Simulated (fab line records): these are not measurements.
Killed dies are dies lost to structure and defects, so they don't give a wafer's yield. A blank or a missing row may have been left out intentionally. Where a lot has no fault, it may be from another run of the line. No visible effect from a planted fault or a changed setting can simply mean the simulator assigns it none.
Chamber matching | flow n5Finfet | pecvd-03 running N5_PASSIVATION_PECVD_55: 3 sister chambers
The step deposits SiO2 from SiH4/N2O, target thk 400 nm, time 22.5 s. 6 wafers are shown with their chamber, then 7 later ones without.

== WAFERS, EACH WITH ITS CHAMBER ==
wafer  | chamber | throttleValvePct (%) | heaterPowerW (W)
L078.6 | 1       | 52                   | 890
L083.1 | 0       | 50                   | 788
L083.2 | 2       | 45                   | 537
L083.3 | 1       | 52                   | 830
L085.1 | 2       | 44                   | 690
L085.2 | 0       | 50                   | 805

== WAFERS MISSING THEIR CHAMBER ==
wafer  | throttleValvePct (%) | heaterPowerW (W)
L085.6 | 45                   | 584
L087.1 | 45                   | 678
L087.3 | 50                   | 953
L087.5 | 52                   | 866
L093.1 | 50                   | 846
L093.4 | 45                   | 632
L093.5 | 45                   | 657

== WHICH CHAMBER EACH WENT THROUGH ==
wafer  | from the rows above | in truth
L085.6 | 2                   | 2
L087.1 | 2                   | 2
L087.3 | 0                   | 0
L087.5 | 1                   | 1
L093.1 | 0                   | 0
L093.4 | 2                   | 2
L093.5 | 2                   | 2
7 of 7 placed correctly. Not placeable from these rows: 0. Wrongly placed: 0.
How it was worked out, from the rows above alone: a wafer's distance from a chamber is the root of the sum, over the readings, of the square of ((its reading less the chamber's mean) divided by the reading's scatter). The wafer belongs to the nearest chamber; if the next one is less than 2 further off, it can't be placed. The mean given for a chamber averages the wafers shown for that chamber. The scatter: the root of (the sum of the squares of (reading less its chamber's mean) over the shown wafers, divided by (wafers less chambers)).
